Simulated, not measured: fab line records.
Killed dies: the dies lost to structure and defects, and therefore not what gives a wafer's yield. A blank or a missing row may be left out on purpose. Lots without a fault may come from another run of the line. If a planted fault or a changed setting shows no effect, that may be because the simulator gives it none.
fab line records :: flow n5Finfet :: part 2 of 2: steps 21 to 25 of 25
[record]
  lots = 5
  wafers = 15
  lastDay = 18
route steps=1938 shown FIN_SAQP@106
lots that met no fault: from a run of the same line without faults
startH: start of the lot's first displayed wafer, in hours after the record's first day :: waitH: how many hours have passed since the lot's step before this one :: " identical to the entry in the row above :: L1.1+2: several wafers, shown together as one row :: - value missing, or start not given :: * or withheld: withheld :: < > ~ a bound
route shown NAME@n: a module of which the file shows steps, and the number in the route of the first :: usual: average and standard deviation across the fault-free wafers :: same: alike in all rows :: chamber/n: place in a boat :: sites: per-site readings :: _std_site: the standard deviation of these :: _edge_site: inner sites' mean taken away from outer sites' mean :: radiusMm: how far each site lies from the wafer's centre :: mask NAME#n: copy n :: behind: tool/chamber where the wafer was last shaped :: hold: why the lot went on hold/how many hours it stayed there/how the hold came to an end :: device: names the non-switching transistor (n, p or np) :: end of line: the same wafers' tests at the end of the route :: a step given without rows: its recipe and nothing more :: killed: count of dies lost to structure and defects at first sort (not the wafer's yield) :: map: shows each die of a wafer: x if killed, . if not, _ if none is there
set.NAME: the setting the step ran with; set.NAME@STEP: the setting that earlier step ran with :: model.NAME: the simulator's own value behind a step, which no gauge read
lots at selected steps of the route; one table per step, one row per wafer
services: the hour from which a tool's chamber was out of use, counted from the record's first day as startH (under 0 if before that day), plus the number of hours and why
[[steps]]
[step N5_FIN_SAQP_SPACER1_ETCHBACK_25]
[recipe]
  chemistry = CHF3/O2
  mode = anisotropicEtchback
  target = SiO2
  targetDepthA = 244
  timeS = 12.2
  pressureMtorr = 30
  sourceW = 650
  biasW = 170
  Ar_flow_sccm = 200
  CHF3_flow_sccm = 50
  O2_flow_sccm = 5
  ionEnergyEv = 200
[usual]
  O2_flow_sccm = 4.998/0.016
  biasW = 170.0/0.5
  drypumpMotorCurrentA = 5.7/0.41
  oesProductAu = 0.75/0.068
  rfVppV = 526/7.4
  showerheadPlenumPTorr = 2.41/0.084
  throttleValvePct = 19.00/0.24
lot.wafer: L080.1
tool: rieDiel-06
chamber: 2
startH: 60.02
waitH: 0.4
O2_flow_sccm: 5.000
biasW: 170.2
drypumpMotorCurrentA: 5.4
oesProductAu: 0.70
rfHoursCounterH: 216
rfVppV: 537
showerheadPlenumPTorr: 2.47
throttleValvePct: 18.93

lot.wafer: L080.3
tool: rieDiel-06
chamber: 0
startH: 60.02
waitH: 0.4
O2_flow_sccm: 4.983
biasW: 169.2
drypumpMotorCurrentA: 6.5
oesProductAu: 0.80
rfHoursCounterH: 91
rfVppV: 536
showerheadPlenumPTorr: 2.33
throttleValvePct: 18.82

lot.wafer: L080.4
tool: rieDiel-06
chamber: 3
startH: 60.02
waitH: 0.4
O2_flow_sccm: 4.991
biasW: 170.0
drypumpMotorCurrentA: 5.5
oesProductAu: 0.68
rfHoursCounterH: 239
rfVppV: 522
showerheadPlenumPTorr: 2.38
throttleValvePct: 19.46

lot.wafer: L083.1
tool: rieDiel-06
chamber: 1
startH: 78.78
waitH: 0.4
O2_flow_sccm: 4.973
biasW: 169.9
drypumpMotorCurrentA: 5.5
oesProductAu: 0.70
rfHoursCounterH: 235
rfVppV: 516
showerheadPlenumPTorr: 2.36
throttleValvePct: 18.79

lot.wafer: L083.2
tool: rieDiel-06
chamber: 2
startH: 78.78
waitH: 0.4
O2_flow_sccm: 5.011
biasW: 170.0
drypumpMotorCurrentA: 5.3
oesProductAu: 0.70
rfHoursCounterH: 219
rfVppV: 536
showerheadPlenumPTorr: 2.47
throttleValvePct: 18.93

lot.wafer: L083.4
tool: rieDiel-06
chamber: 0
startH: 78.78
waitH: 0.4
O2_flow_sccm: 5.022
biasW: 169.2
drypumpMotorCurrentA: 6.5
oesProductAu: 0.80
rfHoursCounterH: 95
rfVppV: 536
showerheadPlenumPTorr: 2.33
throttleValvePct: 18.83

lot.wafer: L085.1
tool: rieDiel-06
chamber: 3
startH: 90.73
waitH: 0.4
O2_flow_sccm: 5.020
biasW: 171.0
drypumpMotorCurrentA: 5.5
oesProductAu: 0.67
rfHoursCounterH: 246
rfVppV: 523
showerheadPlenumPTorr: 2.38
throttleValvePct: 19.48

lot.wafer: L085.5
tool: rieDiel-06
chamber: 3
startH: 90.73
waitH: 0.4
O2_flow_sccm: 5.024
biasW: 170.4
drypumpMotorCurrentA: 5.5
oesProductAu: 0.67
rfHoursCounterH: -
rfVppV: 522
showerheadPlenumPTorr: 2.38
throttleValvePct: 19.47

lot.wafer: L085.6
tool: rieDiel-06
chamber: 0
startH: 90.73
waitH: 0.4
O2_flow_sccm: 5.027
biasW: 169.8
drypumpMotorCurrentA: 6.5
oesProductAu: 0.79
rfHoursCounterH: -
rfVppV: 534
showerheadPlenumPTorr: 2.33
throttleValvePct: 18.84

lot.wafer: L095.1
tool: rieDiel-03
chamber: 1
startH: 150.25
waitH: 0.4
O2_flow_sccm: 4.989
biasW: 170.5
drypumpMotorCurrentA: 5.7
oesProductAu: 0.69
rfHoursCounterH: 238
rfVppV: 522
showerheadPlenumPTorr: 2.49
throttleValvePct: 19.32

lot.wafer: L095.2
tool: rieDiel-03
chamber: 2
startH: 150.25
waitH: 0.4
O2_flow_sccm: 4.992
biasW: 169.9
drypumpMotorCurrentA: 5.8
oesProductAu: 0.97
rfHoursCounterH: 3
rfVppV: 532
showerheadPlenumPTorr: 2.58
throttleValvePct: 18.92

lot.wafer: L095.4
tool: rieDiel-03
chamber: 0
startH: 150.25
waitH: 0.4
O2_flow_sccm: 5.010
biasW: 169.6
drypumpMotorCurrentA: 5.4
oesProductAu: 0.73
rfHoursCounterH: 171
rfVppV: 527
showerheadPlenumPTorr: 2.31
throttleValvePct: 18.93

lot.wafer: L097.1
tool: rieDiel-01
chamber: 1
startH: 161.90
waitH: 0.4
O2_flow_sccm: 4.988
biasW: 169.7
drypumpMotorCurrentA: 5.3
oesProductAu: 0.72
rfHoursCounterH: 209
rfVppV: 520
showerheadPlenumPTorr: 2.30
throttleValvePct: 19.41

lot.wafer: L097.4
tool: rieDiel-01
chamber: 2
startH: 161.90
waitH: 0.4
O2_flow_sccm: 4.980
biasW: 170.2
drypumpMotorCurrentA: 5.8
oesProductAu: 0.71
rfHoursCounterH: 196
rfVppV: 513
showerheadPlenumPTorr: 2.39
throttleValvePct: 19.05

lot.wafer: L097.6
tool: rieDiel-01
chamber: 2
startH: 161.90
waitH: 0.4
O2_flow_sccm: 5.013
biasW: 169.9
drypumpMotorCurrentA: 5.8
oesProductAu: 0.69
rfHoursCounterH: -
rfVppV: 512
showerheadPlenumPTorr: 2.39
throttleValvePct: 19.04
[step N5_FIN_SAQP_MANDREL1_REMOVE_56]
[recipe]
  chemistry = HBr/Cl2/O2
  btTimeS = 10
  target = a-Si
  stopOn = SiNx
  endpoint = OES-SiCl
  overEtchFrac = 1
  icpW = 600
  biasW = 22
  HBr_flow_sccm = 150
  Cl2_flow_sccm = 80
  O2_flow_sccm = 5
  pressureMtorr = 10
[usual]
  O2_flow_sccm = 5.000/0.016
  biasW = 21.99/0.066
  drypumpMotorCurrentA = 5.5/0.42
  heBacksideLeakSccm = 2.85/0.3
  oesProductAu = 1.002/0.023
  throttleValvePct = 36.73/0.26
lot.wafer: L080.1
tool: rieSi-06
chamber: 0
startH: 60.10
waitH: 0.1
O2_flow_sccm: 5.021
biasW: 22.02
drypumpMotorCurrentA: 5.2
heBacksideLeakSccm: 3.00
oesProductAu: 0.996
rfHoursCounterH: 175
throttleValvePct: 36.51

lot.wafer: L080.3
tool: rieSi-06
chamber: 2
startH: 60.10
waitH: 0.1
O2_flow_sccm: 5.008
biasW: 21.85
drypumpMotorCurrentA: 5.5
heBacksideLeakSccm: 2.90
oesProductAu: 1.011
rfHoursCounterH: 11
throttleValvePct: 36.92

lot.wafer: L080.4
tool: rieSi-06
chamber: 1
startH: 60.10
waitH: 0.1
O2_flow_sccm: 4.988
biasW: 21.94
drypumpMotorCurrentA: 5.9
heBacksideLeakSccm: 2.33
oesProductAu: 1.017
rfHoursCounterH: -
throttleValvePct: 37.26

lot.wafer: L083.1
tool: rieSi-03
chamber: 0
startH: 78.87
waitH: 0.1
O2_flow_sccm: 5.011
biasW: 22.16
drypumpMotorCurrentA: 5.0
heBacksideLeakSccm: 2.87
oesProductAu: 1.020
rfHoursCounterH: 52
throttleValvePct: 36.82

lot.wafer: L083.2
tool: rieSi-03
chamber: 3
startH: 78.87
waitH: 0.1
O2_flow_sccm: 5.009
biasW: 21.96
drypumpMotorCurrentA: 5.3
heBacksideLeakSccm: 2.95
oesProductAu: 1.031
rfHoursCounterH: 113
throttleValvePct: 36.54

lot.wafer: L083.4
tool: rieSi-03
chamber: 2
startH: 78.87
waitH: 0.1
O2_flow_sccm: 5.008
biasW: 21.98
drypumpMotorCurrentA: 5.3
heBacksideLeakSccm: 2.20
oesProductAu: 0.968
rfHoursCounterH: 7
throttleValvePct: 37.05

lot.wafer: L085.1
tool: rieSi-01
chamber: 1
startH: 90.82
waitH: 0.1
O2_flow_sccm: 5.008
biasW: 22.13
drypumpMotorCurrentA: 6.3
heBacksideLeakSccm: 2.74
oesProductAu: 1.002
rfHoursCounterH: 62
throttleValvePct: 36.70

lot.wafer: L085.5
tool: rieSi-01
chamber: 0
startH: 90.82
waitH: 0.1
O2_flow_sccm: 5.001
biasW: 21.93
drypumpMotorCurrentA: 5.6
heBacksideLeakSccm: 3.20
oesProductAu: 0.967
rfHoursCounterH: -
throttleValvePct: 36.55

lot.wafer: L085.6
tool: rieSi-01
chamber: 3
startH: 90.82
waitH: 0.1
O2_flow_sccm: 4.989
biasW: 21.95
drypumpMotorCurrentA: 6.1
heBacksideLeakSccm: 3.23
oesProductAu: 1.008
rfHoursCounterH: -
throttleValvePct: 36.48

lot.wafer: L095.1
tool: rieSi-06
chamber: 0
startH: 150.34
waitH: 0.1
O2_flow_sccm: 5.006
biasW: 21.94
drypumpMotorCurrentA: 5.2
heBacksideLeakSccm: 3.21
oesProductAu: 0.988
rfHoursCounterH: 177
throttleValvePct: 36.52

lot.wafer: L095.2
tool: rieSi-06
chamber: 2
startH: 150.34
waitH: 0.1
O2_flow_sccm: 5.014
biasW: 21.94
drypumpMotorCurrentA: 5.5
heBacksideLeakSccm: 2.83
oesProductAu: 1.005
rfHoursCounterH: 13
throttleValvePct: 36.94

lot.wafer: L095.4
tool: rieSi-06
chamber: 3
startH: 150.34
waitH: 0.1
O2_flow_sccm: 5.006
biasW: 21.93
drypumpMotorCurrentA: 5.8
heBacksideLeakSccm: 2.62
oesProductAu: 0.987
rfHoursCounterH: 2
throttleValvePct: 36.60

lot.wafer: L097.1
tool: rieSi-01
chamber: 3
startH: 161.99
waitH: 0.1
O2_flow_sccm: 4.987
biasW: 22.03
drypumpMotorCurrentA: 6.1
heBacksideLeakSccm: 2.61
oesProductAu: 0.989
rfHoursCounterH: 182
throttleValvePct: 36.48

lot.wafer: L097.4
tool: rieSi-01
chamber: 1
startH: 161.99
waitH: 0.1
O2_flow_sccm: 5.009
biasW: 21.94
drypumpMotorCurrentA: 6.3
heBacksideLeakSccm: 2.76
oesProductAu: 1.014
rfHoursCounterH: 63
throttleValvePct: 36.68

lot.wafer: L097.6
tool: rieSi-01
chamber: 1
startH: 161.99
waitH: 0.1
O2_flow_sccm: 4.973
biasW: 21.94
drypumpMotorCurrentA: 6.3
heBacksideLeakSccm: 2.84
oesProductAu: 1.012
rfHoursCounterH: -
throttleValvePct: 36.69
[step N5_FIN_SAQP_CD_MEAS_27]
[recipe]
  targetCdNm = 20
  landingEnergyEv = 1000
  detector = seInlens
  polarity = line
[usual]
  cdNm = 20.36/0.23
lot.wafer: L080.1
tool: cdSem-02
chamber: 0
startH: 60.21
waitH: 0.1
cdNm: 20.67

lot.wafer: L080.3
tool: cdSem-02
chamber: 0
startH: 60.21
waitH: 0.1
cdNm: 20.52

lot.wafer: L080.4
tool: cdSem-02
chamber: 0
startH: 60.21
waitH: 0.1
cdNm: 20.89

lot.wafer: L083.1
tool: cdSem-03
chamber: 0
startH: 78.98
waitH: 0.1
cdNm: 20.34

lot.wafer: L083.2
tool: cdSem-03
chamber: 0
startH: 78.98
waitH: 0.1
cdNm: 20.15

lot.wafer: L083.4
tool: cdSem-03
chamber: 0
startH: 78.98
waitH: 0.1
cdNm: 20.34

lot.wafer: L085.1
tool: cdSem-01
chamber: 0
startH: 90.93
waitH: 0.1
cdNm: 20.26

lot.wafer: L085.5
tool: cdSem-01
chamber: 0
startH: 90.93
waitH: 0.1
cdNm: 20.55

lot.wafer: L085.6
tool: cdSem-01
chamber: 0
startH: 90.93
waitH: 0.1
cdNm: 20.44

lot.wafer: L095.1
tool: cdSem-03
chamber: 0
startH: 150.45
waitH: 0.1
cdNm: 20.32

lot.wafer: L095.2
tool: cdSem-03
chamber: 0
startH: 150.45
waitH: 0.1
cdNm: 20.26

lot.wafer: L095.4
tool: cdSem-03
chamber: 0
startH: 150.45
waitH: 0.1
cdNm: 20.43

lot.wafer: L097.1
tool: cdSem-01
chamber: 0
startH: 162.10
waitH: 0.1
cdNm: 20.63

lot.wafer: L097.4
tool: cdSem-01
chamber: 0
startH: 162.10
waitH: 0.1
cdNm: 20.65

lot.wafer: L097.6
tool: cdSem-01
chamber: 0
startH: 162.10
waitH: 0.1
cdNm: 20.61
[step N5_FIN_SAQP_ETCH_57]
[recipe]
  chemistry = CH3F/O2
  target = SiNx
  maskMaterial = SiO2
  targetDepthA = 325
  timeS = 46.4
  pressureMtorr = 30
  sourceW = 395
  biasW = 73
  Ar_flow_sccm = 150
  CH3F_flow_sccm = 30
  O2_flow_sccm = 20
  ionEnergyEv = 120
  ends = cleared
[usual]
  O2_flow_sccm = 20.00/0.065
  biasW = 73.02/0.22
  drypumpMotorCurrentA = 5.7/0.38
  etchRfOnTimeS = 46.7/0.87
  oesProductAu = 0.64/0.059
  rfVppV = 298/3.9
  showerheadPlenumPTorr = 2.00/0.074
  throttleValvePct = 16.47/0.23
lot.wafer: L080.1
tool: rieDiel-03
chamber: 0
startH: 60.26
waitH: 0.0
O2_flow_sccm: 20.09
biasW: 73.03
drypumpMotorCurrentA: 5.4
etchRfOnTimeS: 45.2
oesProductAu: 0.64
rfHoursCounterH: 142
rfVppV: 300
showerheadPlenumPTorr: 1.93
throttleValvePct: 16.35

lot.wafer: L080.3
tool: rieDiel-03
chamber: 1
startH: 60.26
waitH: 0.0
O2_flow_sccm: 20.08
biasW: 72.98
drypumpMotorCurrentA: 5.7
etchRfOnTimeS: 46.1
oesProductAu: 0.60
rfHoursCounterH: 206
rfVppV: 296
showerheadPlenumPTorr: 2.08
throttleValvePct: 16.72

lot.wafer: L080.4
tool: rieDiel-03
chamber: 0
startH: 60.26
waitH: 0.0
O2_flow_sccm: 20.03
biasW: 72.89
drypumpMotorCurrentA: 5.3
etchRfOnTimeS: 46.2
oesProductAu: 0.64
rfHoursCounterH: -
rfVppV: 300
showerheadPlenumPTorr: 1.93
throttleValvePct: 16.35

lot.wafer: L083.1
tool: rieDiel-03
chamber: 3
startH: 79.03
waitH: 0.0
O2_flow_sccm: 19.88
biasW: 73.09
drypumpMotorCurrentA: 6.6
etchRfOnTimeS: 47.9
oesProductAu: 0.75
rfHoursCounterH: 37
rfVppV: 302
showerheadPlenumPTorr: 2.12
throttleValvePct: 16.11

lot.wafer: L083.2
tool: rieDiel-03
chamber: 1
startH: 79.03
waitH: 0.0
O2_flow_sccm: 20.01
biasW: 73.25
drypumpMotorCurrentA: 5.7
etchRfOnTimeS: 47.6
oesProductAu: 0.61
rfHoursCounterH: 212
rfVppV: 296
showerheadPlenumPTorr: 2.08
throttleValvePct: 16.71

lot.wafer: L083.4
tool: rieDiel-03
chamber: 0
startH: 79.03
waitH: 0.0
O2_flow_sccm: 20.01
biasW: 73.26
drypumpMotorCurrentA: 5.4
etchRfOnTimeS: 47.4
oesProductAu: 0.64
rfHoursCounterH: 147
rfVppV: 298
showerheadPlenumPTorr: 1.93
throttleValvePct: 16.35

lot.wafer: L085.1
tool: rieDiel-01
chamber: 1
startH: 90.98
waitH: 0.0
O2_flow_sccm: 19.95
biasW: 72.87
drypumpMotorCurrentA: 5.3
etchRfOnTimeS: 47.0
oesProductAu: 0.62
rfHoursCounterH: 189
rfVppV: 296
showerheadPlenumPTorr: 1.91
throttleValvePct: 16.81

lot.wafer: L085.5
tool: rieDiel-01
chamber: 2
startH: 90.98
waitH: 0.0
O2_flow_sccm: 19.98
biasW: 73.22
drypumpMotorCurrentA: 5.8
etchRfOnTimeS: 48.1
oesProductAu: 0.61
rfHoursCounterH: -
rfVppV: 292
showerheadPlenumPTorr: 1.99
throttleValvePct: 16.44

lot.wafer: L085.6
tool: rieDiel-01
chamber: 1
startH: 90.98
waitH: 0.0
O2_flow_sccm: 19.98
biasW: 72.83
drypumpMotorCurrentA: 5.3
etchRfOnTimeS: 45.6
oesProductAu: 0.62
rfHoursCounterH: -
rfVppV: 298
showerheadPlenumPTorr: 1.91
throttleValvePct: 16.81

lot.wafer: L095.1
tool: rieDiel-06
chamber: 3
startH: 150.50
waitH: 0.0
O2_flow_sccm: 20.08
biasW: 73.22
drypumpMotorCurrentA: 5.5
etchRfOnTimeS: 45.4
oesProductAu: 0.80
rfHoursCounterH: 9
rfVppV: 296
showerheadPlenumPTorr: 1.97
throttleValvePct: 16.45

lot.wafer: L095.2
tool: rieDiel-06
chamber: 1
startH: 150.50
waitH: 0.0
O2_flow_sccm: 19.94
biasW: 72.82
drypumpMotorCurrentA: 5.5
etchRfOnTimeS: 46.2
oesProductAu: 0.85
rfHoursCounterH: 1
rfVppV: 293
showerheadPlenumPTorr: 1.95
throttleValvePct: 15.79

lot.wafer: L095.4
tool: rieDiel-06
chamber: 0
startH: 150.50
waitH: 0.0
O2_flow_sccm: 20.03
biasW: 73.00
drypumpMotorCurrentA: 6.5
etchRfOnTimeS: 47.3
oesProductAu: 0.66
rfHoursCounterH: 121
rfVppV: 303
showerheadPlenumPTorr: 1.93
throttleValvePct: 16.34

lot.wafer: L097.1
tool: rieDiel-01
chamber: 1
startH: 162.15
waitH: 0.0
O2_flow_sccm: 19.97
biasW: 72.90
drypumpMotorCurrentA: 5.3
etchRfOnTimeS: 45.9
oesProductAu: 0.61
rfHoursCounterH: 209
rfVppV: 296
showerheadPlenumPTorr: 1.90
throttleValvePct: 16.84

lot.wafer: L097.4
tool: rieDiel-01
chamber: 2
startH: 162.15
waitH: 0.0
O2_flow_sccm: 20.02
biasW: 72.69
drypumpMotorCurrentA: 5.8
etchRfOnTimeS: 47.7
oesProductAu: 0.61
rfHoursCounterH: 196
rfVppV: 290
showerheadPlenumPTorr: 1.99
throttleValvePct: 16.48

lot.wafer: L097.6
tool: rieDiel-01
chamber: 3
startH: 162.15
waitH: 0.0
O2_flow_sccm: 19.92
biasW: 73.09
drypumpMotorCurrentA: 5.5
etchRfOnTimeS: 45.8
oesProductAu: 0.63
rfHoursCounterH: -
rfVppV: 299
showerheadPlenumPTorr: 1.98
throttleValvePct: 16.32
[step N5_FIN_SAQP_ETCH_65]
[recipe]
  chemistry = CF4
  target = SiO2
  targetDepthA = 40
  ionEnergyEv = 350
  timeS = 4.4
  pressureMtorr = 10
  icpW = 800
  biasW = 400
  cf4FlowSccm = 80
[usual]
  biasW = 400.0/1.2
  drypumpMotorCurrentA = 5.6/0.4
  heBacksideLeakSccm = 2.9/0.41
  oesProductAu = 0.99/0.03
  throttleValvePct = 21.76/0.19
lot.wafer: L080.1
tool: rieSi-01
chamber: 0
startH: 60.37
waitH: 0.1
biasW: 400.8
drypumpMotorCurrentA: 5.5
heBacksideLeakSccm: 3.4
oesProductAu: 0.94
rfHoursCounterH: 111
throttleValvePct: 21.66

lot.wafer: L080.3
tool: rieSi-01
chamber: 3
startH: 60.37
waitH: 0.1
biasW: 397.9
drypumpMotorCurrentA: 6.2
heBacksideLeakSccm: 3.1
oesProductAu: 0.99
rfHoursCounterH: 180
throttleValvePct: 21.76

lot.wafer: L080.4
tool: rieSi-01
chamber: 2
startH: 60.37
waitH: 0.1
biasW: 399.2
drypumpMotorCurrentA: 5.0
heBacksideLeakSccm: 2.9
oesProductAu: 0.96
rfHoursCounterH: 46
throttleValvePct: 21.69

lot.wafer: L083.1
tool: rieSi-01
chamber: 2
startH: 79.13
waitH: 0.1
biasW: 400.9
drypumpMotorCurrentA: 5.1
heBacksideLeakSccm: 3.0
oesProductAu: 0.96
rfHoursCounterH: 46
throttleValvePct: 21.70

lot.wafer: L083.2
tool: rieSi-01
chamber: 0
startH: 79.13
waitH: 0.1
biasW: 399.9
drypumpMotorCurrentA: 5.5
heBacksideLeakSccm: 3.1
oesProductAu: 0.94
rfHoursCounterH: 112
throttleValvePct: 21.66

lot.wafer: L083.4
tool: rieSi-01
chamber: 3
startH: 79.13
waitH: 0.1
biasW: 398.8
drypumpMotorCurrentA: 6.2
heBacksideLeakSccm: 3.0
oesProductAu: 0.99
rfHoursCounterH: 180
throttleValvePct: 21.75

lot.wafer: L085.1
tool: rieSi-01
chamber: 0
startH: 91.08
waitH: 0.1
biasW: 403.0
drypumpMotorCurrentA: 5.6
heBacksideLeakSccm: 3.2
oesProductAu: 0.94
rfHoursCounterH: 112
throttleValvePct: 21.66

lot.wafer: L085.5
tool: rieSi-01
chamber: 0
startH: 91.08
waitH: 0.1
biasW: 403.6
drypumpMotorCurrentA: 5.6
heBacksideLeakSccm: 3.1
oesProductAu: 0.95
rfHoursCounterH: -
throttleValvePct: 21.67

lot.wafer: L085.6
tool: rieSi-01
chamber: 1
startH: 91.08
waitH: 0.1
biasW: 400.4
drypumpMotorCurrentA: 6.3
heBacksideLeakSccm: 2.8
oesProductAu: 1.00
rfHoursCounterH: -
throttleValvePct: 21.77

lot.wafer: L095.1
tool: rieSi-03
chamber: 0
startH: 150.61
waitH: 0.1
biasW: 398.5
drypumpMotorCurrentA: 5.0
heBacksideLeakSccm: 2.9
oesProductAu: 1.04
rfHoursCounterH: 54
throttleValvePct: 21.86

lot.wafer: L095.2
tool: rieSi-03
chamber: 1
startH: 150.61
waitH: 0.1
biasW: 399.7
drypumpMotorCurrentA: 5.7
heBacksideLeakSccm: 3.2
oesProductAu: 1.00
rfHoursCounterH: 182
throttleValvePct: 21.51

lot.wafer: L095.4
tool: rieSi-03
chamber: 3
startH: 150.61
waitH: 0.1
biasW: 398.9
drypumpMotorCurrentA: 5.2
heBacksideLeakSccm: 2.9
oesProductAu: 1.04
rfHoursCounterH: 114
throttleValvePct: 21.69

lot.wafer: L097.1
tool: rieSi-06
chamber: 1
startH: 162.25
waitH: 0.1
biasW: 399.5
drypumpMotorCurrentA: 5.8
heBacksideLeakSccm: 2.4
oesProductAu: 1.03
rfHoursCounterH: 28
throttleValvePct: 22.18

lot.wafer: L097.4
tool: rieSi-06
chamber: 2
startH: 162.25
waitH: 0.1
biasW: 400.1
drypumpMotorCurrentA: 5.5
heBacksideLeakSccm: 2.8
oesProductAu: 1.03
rfHoursCounterH: 13
throttleValvePct: 21.77

lot.wafer: L097.6
tool: rieSi-06
chamber: 1
startH: 162.25
waitH: 0.1
biasW: 401.4
drypumpMotorCurrentA: 5.8
heBacksideLeakSccm: 2.3
oesProductAu: 1.03
rfHoursCounterH: -
throttleValvePct: 22.18
[[services]]
tool: aldSin-04
chamber: 1
startH: 40.23
hours: 10.2
kind: repair

tool: arfiScanner-03
chamber: -
startH: 41.13
hours: 0.8
kind: pm

tool: vaporEtch-01
chamber: 1
startH: 44.07
hours: 2.9
kind: repair

tool: arfiScanner-03
chamber: -
startH: 55.73
hours: 1.0
kind: pm

tool: aldSin-04
chamber: 3
startH: 60.49
hours: 3.6
kind: repair

tool: vaporEtch-01
chamber: 0
startH: 62.72
hours: 0.9
kind: repair

tool: wetBench-01
chamber: -
startH: 64.20
hours: 2.6
kind: repair

tool: vaporEtch-02
chamber: -
startH: 65.31
hours: 0.4
kind: repair

tool: aldSin-04
chamber: -
startH: 85.25
hours: 14.0
kind: pm

tool: arfiScanner-03
chamber: -
startH: 90.15
hours: 1.3
kind: pm

tool: arfiScanner-01
chamber: -
startH: 91.24
hours: 1.3
kind: pm

tool: arfiScanner-01
chamber: -
startH: 92.54
hours: 3.9
kind: pm

tool: rieDiel-01
chamber: 1
startH: 95.89
hours: 7.1
kind: repair

tool: arfiScanner-02
chamber: -
startH: 96.02
hours: 0.8
kind: pm

tool: aldSin-03
chamber: 2
startH: 108.13
hours: 17.3
kind: repair

tool: arfiScanner-01
chamber: -
startH: 109.28
hours: 4.9
kind: pm

tool: aldSin-03
chamber: 1
startH: 117.65
hours: 21.3
kind: repair

tool: arfiScanner-01
chamber: -
startH: 118.71
hours: 0.9
kind: repair

tool: arfiScanner-02
chamber: -
startH: 120.91
hours: 1.0
kind: pm

tool: rieDiel-06
chamber: -
startH: 127.09
hours: 0.4
kind: repair

tool: rieSi-03
chamber: 1
startH: 130.58
hours: 2.0
kind: repair

tool: arfiScanner-02
chamber: -
startH: 144.00
hours: 1.3
kind: pm

tool: arfiScanner-03
chamber: -
startH: 144.40
hours: 1.0
kind: pm

tool: arfiScanner-02
chamber: -
startH: 150.44
hours: 1.0
kind: pm
